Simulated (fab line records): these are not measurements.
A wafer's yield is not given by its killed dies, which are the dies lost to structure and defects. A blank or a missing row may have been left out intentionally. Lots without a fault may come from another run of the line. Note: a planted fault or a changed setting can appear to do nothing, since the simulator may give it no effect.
Matching of chambers || flow nand_harc || NHARC_P_M1_STRIP_18 on rie_diel-08: 4 sister chambers
The step strips in N2/H2. 20 wafers are shown with their chamber, then 10 later ones without.

## WAFERS PAIRED WITH THEIR CHAMBERS
{"wafer": "L078.1", "chamber": 1, "showerhead_plenum_p_Torr (Torr)": 2.01, "drypump_motor_current_A (A)": 5.6, "oes_product_au (a.u.)": 1.003}
{"wafer": "L078.3", "chamber": 2, "showerhead_plenum_p_Torr (Torr)": 1.90, "drypump_motor_current_A (A)": 6.2, "oes_product_au (a.u.)": 1.010}
{"wafer": "L078.6", "chamber": 3, "showerhead_plenum_p_Torr (Torr)": 2.18, "drypump_motor_current_A (A)": 5.4, "oes_product_au (a.u.)": 1.001}
{"wafer": "L079.1", "chamber": 1, "showerhead_plenum_p_Torr (Torr)": 2.00, "drypump_motor_current_A (A)": 5.7, "oes_product_au (a.u.)": 1.010}
{"wafer": "L079.3", "chamber": 3, "showerhead_plenum_p_Torr (Torr)": 2.18, "drypump_motor_current_A (A)": 5.4, "oes_product_au (a.u.)": 0.996}
{"wafer": "L079.5", "chamber": 1, "showerhead_plenum_p_Torr (Torr)": 2.00, "drypump_motor_current_A (A)": 5.6, "oes_product_au (a.u.)": 1.008}
{"wafer": "L080.1", "chamber": 1, "showerhead_plenum_p_Torr (Torr)": 2.00, "drypump_motor_current_A (A)": 5.6, "oes_product_au (a.u.)": 1.002}
{"wafer": "L080.4", "chamber": 0, "showerhead_plenum_p_Torr (Torr)": 2.09, "drypump_motor_current_A (A)": 6.1, "oes_product_au (a.u.)": 0.995}
{"wafer": "L080.5", "chamber": 0, "showerhead_plenum_p_Torr (Torr)": 2.09, "drypump_motor_current_A (A)": 6.2, "oes_product_au (a.u.)": 0.992}
{"wafer": "L084.3", "chamber": 2, "showerhead_plenum_p_Torr (Torr)": 1.90, "drypump_motor_current_A (A)": 6.2, "oes_product_au (a.u.)": 0.991}
{"wafer": "L084.4", "chamber": 1, "showerhead_plenum_p_Torr (Torr)": 2.00, "drypump_motor_current_A (A)": 5.7, "oes_product_au (a.u.)": 1.004}
{"wafer": "L084.5", "chamber": 2, "showerhead_plenum_p_Torr (Torr)": 1.90, "drypump_motor_current_A (A)": 6.2, "oes_product_au (a.u.)": 1.001}
{"wafer": "L086.1", "chamber": 3, "showerhead_plenum_p_Torr (Torr)": 2.18, "drypump_motor_current_A (A)": 5.4, "oes_product_au (a.u.)": 0.986}
{"wafer": "L086.3", "chamber": 0, "showerhead_plenum_p_Torr (Torr)": 2.09, "drypump_motor_current_A (A)": 6.1, "oes_product_au (a.u.)": 0.996}
{"wafer": "L086.5", "chamber": 1, "showerhead_plenum_p_Torr (Torr)": 2.00, "drypump_motor_current_A (A)": 5.6, "oes_product_au (a.u.)": 0.997}
{"wafer": "L089.4", "chamber": 2, "showerhead_plenum_p_Torr (Torr)": 1.90, "drypump_motor_current_A (A)": 6.2, "oes_product_au (a.u.)": 1.006}
{"wafer": "L089.5", "chamber": 3, "showerhead_plenum_p_Torr (Torr)": 2.18, "drypump_motor_current_A (A)": 5.5, "oes_product_au (a.u.)": 0.998}
{"wafer": "L089.6", "chamber": 0, "showerhead_plenum_p_Torr (Torr)": 2.09, "drypump_motor_current_A (A)": 6.1, "oes_product_au (a.u.)": 1.002}
{"wafer": "L092.2", "chamber": 2, "showerhead_plenum_p_Torr (Torr)": 1.90, "drypump_motor_current_A (A)": 6.2, "oes_product_au (a.u.)": 1.015}
{"wafer": "L092.3", "chamber": 0, "showerhead_plenum_p_Torr (Torr)": 2.09, "drypump_motor_current_A (A)": 6.1, "oes_product_au (a.u.)": 1.009}

SIGNATURES, as means of the wafers listed above
{"reading": "showerhead_plenum_p_Torr", "chamber 0": 2.0900, "chamber 1": 2.0017, "chamber 2": 1.9000, "chamber 3": 2.1800, "scatter within a chamber": 0.00228}
{"reading": "drypump_motor_current_A", "chamber 0": 6.120, "chamber 1": 5.633, "chamber 2": 6.200, "chamber 3": 5.425, "scatter within a chamber": 0.0425}
{"reading": "oes_product_au", "chamber 0": 0.99880, "chamber 1": 1.00400, "chamber 2": 1.00460, "chamber 3": 0.99525, "scatter within a chamber": 0.00686}
Rule: a wafer lies at a distance from a chamber equal to the root of the sum of squares, over the readings, of (its reading less the chamber's mean, divided by the reading's scatter). The wafer belongs to the nearest chamber; if the next one is less than 2 further off, it can't be placed. How the scatter is found: for the shown wafers, subtract from each reading the mean of its chamber, square and add these, divide the total by (wafers less chambers), then take the root.

## WAFERS WITHOUT THEIR CHAMBER
{"wafer": "L092.6", "showerhead_plenum_p_Torr (Torr)": 2.09, "drypump_motor_current_A (A)": 6.1, "oes_product_au (a.u.)": 0.992}
{"wafer": "L093.1", "showerhead_plenum_p_Torr (Torr)": 1.89, "drypump_motor_current_A (A)": 6.2, "oes_product_au (a.u.)": 0.997}
{"wafer": "L093.3", "showerhead_plenum_p_Torr (Torr)": 2.00, "drypump_motor_current_A (A)": 5.6, "oes_product_au (a.u.)": 0.999}
{"wafer": "L093.5", "showerhead_plenum_p_Torr (Torr)": 2.09, "drypump_motor_current_A (A)": 6.1, "oes_product_au (a.u.)": 0.999}
{"wafer": "L097.1", "showerhead_plenum_p_Torr (Torr)": 1.90, "drypump_motor_current_A (A)": 6.2, "oes_product_au (a.u.)": 1.012}
{"wafer": "L097.2", "showerhead_plenum_p_Torr (Torr)": 2.00, "drypump_motor_current_A (A)": 5.7, "oes_product_au (a.u.)": 1.001}
{"wafer": "L097.5", "showerhead_plenum_p_Torr (Torr)": 2.00, "drypump_motor_current_A (A)": 5.7, "oes_product_au (a.u.)": 0.997}
{"wafer": "L096.3", "showerhead_plenum_p_Torr (Torr)": 2.09, "drypump_motor_current_A (A)": 6.1, "oes_product_au (a.u.)": 1.010}
{"wafer": "L096.4", "showerhead_plenum_p_Torr (Torr)": 2.00, "drypump_motor_current_A (A)": 5.6, "oes_product_au (a.u.)": 0.993}
{"wafer": "L096.5", "showerhead_plenum_p_Torr (Torr)": 2.09, "drypump_motor_current_A (A)": 6.1, "oes_product_au (a.u.)": 0.996}

## CHAMBER TAKEN BY EACH
{"wafer": "L092.6", "from the rows above": 0, "in truth": 0}
{"wafer": "L093.1", "from the rows above": 2, "in truth": 2}
{"wafer": "L093.3", "from the rows above": 1, "in truth": 1}
{"wafer": "L093.5", "from the rows above": 0, "in truth": 0}
{"wafer": "L097.1", "from the rows above": 2, "in truth": 2}
{"wafer": "L097.2", "from the rows above": 1, "in truth": 1}
{"wafer": "L097.5", "from the rows above": 1, "in truth": 1}
{"wafer": "L096.3", "from the rows above": 0, "in truth": 0}
{"wafer": "L096.4", "from the rows above": 1, "in truth": 1}
{"wafer": "L096.5", "from the rows above": 0, "in truth": 0}
Correctly placed: 10 of 10. Not placeable from these rows: 0. 0 placed wrongly.
